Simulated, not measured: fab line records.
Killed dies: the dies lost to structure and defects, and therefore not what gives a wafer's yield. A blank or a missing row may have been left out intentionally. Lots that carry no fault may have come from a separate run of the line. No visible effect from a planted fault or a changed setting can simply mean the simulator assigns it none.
Split-lot experiment :: flow n5Finfet :: on a route of 1938 steps: 7 lots, 21 wafers read

THE SPLIT
At N5_BEOL_M3_COAT_05 (resist thk 30 nm), the setting spinRpm was moved away from the recipe's 1500 rpm on 4 of the 21 wafers read, by -8.4% to +10.7%. For the rest of the wafers, this setting stayed at what the recipe calls for.

FROM THE SPLIT TO THE READING: what the file shows between them, 5 steps
- N5_BEOL_M3_EBR_07
- N5_BEOL_M3_SOFTBAKE_06: time 60 s
- N5_BEOL_M3_EXPOSE_08: exposes mask M3
- N5_BEOL_M3_PEB_09: peb time 60 s
- N5_BEOL_M3_DEVELOP_10: develop time 30 s

THE READING
CAR-EUV_of_BEOL_M3_COAT_05.thkNm (the simulator's own value, which no gauge read), in nm, at N5_BEOL_M3_DESCUM_16 (chemistry O2, time 7 s). No usual value for it is given in the file. Across the 17 wafers here that went through the recipe, the average is 26.0 nm and the standard deviation 0.1 nm.

wafer: L075.1
tool, chamber at the split: lithoTrack-04, 0
spinRpm as run, rpm: 1500
against the recipe: recipe
CAR-EUV_of_BEOL_M3_COAT_05.thkNm, nm: 26
against lot-mates on the recipe: -

wafer: L075.3
tool, chamber at the split: lithoTrack-04, 0
spinRpm as run, rpm: 1500
against the recipe: recipe
CAR-EUV_of_BEOL_M3_COAT_05.thkNm, nm: 26
against lot-mates on the recipe: -

wafer: L075.4
tool, chamber at the split: lithoTrack-04, 0
spinRpm as run, rpm: 1500
against the recipe: recipe
CAR-EUV_of_BEOL_M3_COAT_05.thkNm, nm: 26
against lot-mates on the recipe: -

wafer: L080.2
tool, chamber at the split: lithoTrack-01, 0
spinRpm as run, rpm: 1409
against the recipe: -6.1%
CAR-EUV_of_BEOL_M3_COAT_05.thkNm, nm: 26.8
against lot-mates on the recipe: +0.8

wafer: L080.6
tool, chamber at the split: lithoTrack-01, 0
spinRpm as run, rpm: 1409
against the recipe: -6.1%
CAR-EUV_of_BEOL_M3_COAT_05.thkNm, nm: 26.8
against lot-mates on the recipe: +0.8

wafer: L080.4
tool, chamber at the split: lithoTrack-01, 0
spinRpm as run, rpm: 1500
against the recipe: recipe
CAR-EUV_of_BEOL_M3_COAT_05.thkNm, nm: 26
against lot-mates on the recipe: -

wafer: L088.1
tool, chamber at the split: lithoTrack-04, 0
spinRpm as run, rpm: 1500
against the recipe: recipe
CAR-EUV_of_BEOL_M3_COAT_05.thkNm, nm: 26
against lot-mates on the recipe: -

wafer: L088.3
tool, chamber at the split: lithoTrack-04, 0
spinRpm as run, rpm: 1500
against the recipe: recipe
CAR-EUV_of_BEOL_M3_COAT_05.thkNm, nm: 26
against lot-mates on the recipe: -

wafer: L088.4
tool, chamber at the split: lithoTrack-04, 0
spinRpm as run, rpm: 1500
against the recipe: recipe
CAR-EUV_of_BEOL_M3_COAT_05.thkNm, nm: 26
against lot-mates on the recipe: -

wafer: L090.3
tool, chamber at the split: lithoTrack-03, 0
spinRpm as run, rpm: 1500
against the recipe: recipe
CAR-EUV_of_BEOL_M3_COAT_05.thkNm, nm: 26.2
against lot-mates on the recipe: -

wafer: L090.4
tool, chamber at the split: lithoTrack-03, 0
spinRpm as run, rpm: 1500
against the recipe: recipe
CAR-EUV_of_BEOL_M3_COAT_05.thkNm, nm: 26.2
against lot-mates on the recipe: -

wafer: L090.6
tool, chamber at the split: lithoTrack-03, 0
spinRpm as run, rpm: 1374
against the recipe: -8.4%
CAR-EUV_of_BEOL_M3_COAT_05.thkNm, nm: 27.6
against lot-mates on the recipe: +1.4

wafer: L091.3
tool, chamber at the split: lithoTrack-01, 0
spinRpm as run, rpm: 1500
against the recipe: recipe
CAR-EUV_of_BEOL_M3_COAT_05.thkNm, nm: 26
against lot-mates on the recipe: -

wafer: L091.6
tool, chamber at the split: lithoTrack-01, 0
spinRpm as run, rpm: 1500
against the recipe: recipe
CAR-EUV_of_BEOL_M3_COAT_05.thkNm, nm: 26
against lot-mates on the recipe: -

wafer: L091.5
tool, chamber at the split: lithoTrack-01, 0
spinRpm as run, rpm: 1500
against the recipe: recipe
CAR-EUV_of_BEOL_M3_COAT_05.thkNm, nm: 25.8
against lot-mates on the recipe: -

wafer: L093.2
tool, chamber at the split: lithoTrack-04, 0
spinRpm as run, rpm: 1500
against the recipe: recipe
CAR-EUV_of_BEOL_M3_COAT_05.thkNm, nm: 26
against lot-mates on the recipe: -

wafer: L093.3
tool, chamber at the split: lithoTrack-04, 0
spinRpm as run, rpm: 1500
against the recipe: recipe
CAR-EUV_of_BEOL_M3_COAT_05.thkNm, nm: 26
against lot-mates on the recipe: -

wafer: L093.6
tool, chamber at the split: lithoTrack-04, 0
spinRpm as run, rpm: 1500
against the recipe: recipe
CAR-EUV_of_BEOL_M3_COAT_05.thkNm, nm: 26
against lot-mates on the recipe: -

wafer: L095.2
tool, chamber at the split: lithoTrack-04, 0
spinRpm as run, rpm: 1661
against the recipe: +10.7%
CAR-EUV_of_BEOL_M3_COAT_05.thkNm, nm: 24.6
against lot-mates on the recipe: -1.6

wafer: L095.3
tool, chamber at the split: lithoTrack-04, 0
spinRpm as run, rpm: 1500
against the recipe: recipe
CAR-EUV_of_BEOL_M3_COAT_05.thkNm, nm: 26.2
against lot-mates on the recipe: -

wafer: L095.5
tool, chamber at the split: lithoTrack-04, 0
spinRpm as run, rpm: 1500
against the recipe: recipe
CAR-EUV_of_BEOL_M3_COAT_05.thkNm, nm: 26.2
against lot-mates on the recipe: -

THE FIT
A straight line over all 21 wafers: CAR-EUV_of_BEOL_M3_COAT_05.thkNm changes by -0.145 nm for each +1% of spinRpm; r = -0.97; the points scatter about the line by 0.13 nm.
The same after taking each lot's own level away (the mean of its wafers on the recipe; 21 wafers): -0.149 nm for each +1%; r = -0.99; scatter 0.061 nm.
Per that fit: largest spinRpm move, reading shift of 1.6 nm.
The lots' own levels span 25.93 to 26.20 nm, that is 2.6 times the standard deviation above.
Consequently the slope shifts little with the lot-to-lot level, the two slopes agreeing.
Check: with one of the wafers moved furthest among these (+10.7%) left out of the fit, the line predicts -1.61 nm for it against its lot-mates. Against them it came out at -1.6 nm.

ADDITIONAL SPLITS CARRIED BY THESE WAFERS
Other splits were also applied to these wafers ahead of the reading. Each is held against what the fit with the lots' levels taken away leaves over:
other split on the same wafers: N5_BEOL_M0_SAQP_EXPOSE_37 doseMj
wafers away from the commonest value: 8
r with CAR-EUV_of_BEOL_M3_COAT_05.thkNm (lot level and that fit taken away): -0.01

other split on the same wafers: N5_BEOL_M1_COAT_05 spinRpm
wafers away from the commonest value: 6
r with CAR-EUV_of_BEOL_M3_COAT_05.thkNm (lot level and that fit taken away): +0.01

THE WHOLE CHAIN: every reading that the file lists as answering this split, in the file's order
step: N5_BEOL_M3_COAT_05
what it does: resist thk 30 nm
reading: CAR-EUV_of_BEOL_M3_COAT_05.thkNm (the simulator's own value, which no gauge read)
change (the file's fit): -0.144 nm for each +1% of the setting
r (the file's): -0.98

step: N5_BEOL_M3_DEVELOP_10
what it does: develop time 30 s
reading: CAR-EUV_of_BEOL_M3_COAT_05.thkNm (the simulator's own value, which no gauge read)
change (the file's fit): -0.157 nm for each +1% of the setting
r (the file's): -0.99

step: N5_BEOL_M3_DESCUM_16
what it does: chemistry O2, time 7 s
reading: CAR-EUV_of_BEOL_M3_COAT_05.thkNm (the simulator's own value, which no gauge read)
change (the file's fit): -0.152 nm for each +1% of the setting
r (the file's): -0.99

THE FILE'S OWN FIT
CAR-EUV_of_BEOL_M3_COAT_05.thkNm changes by -0.152 nm for each +1% of spinRpm, r = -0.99.
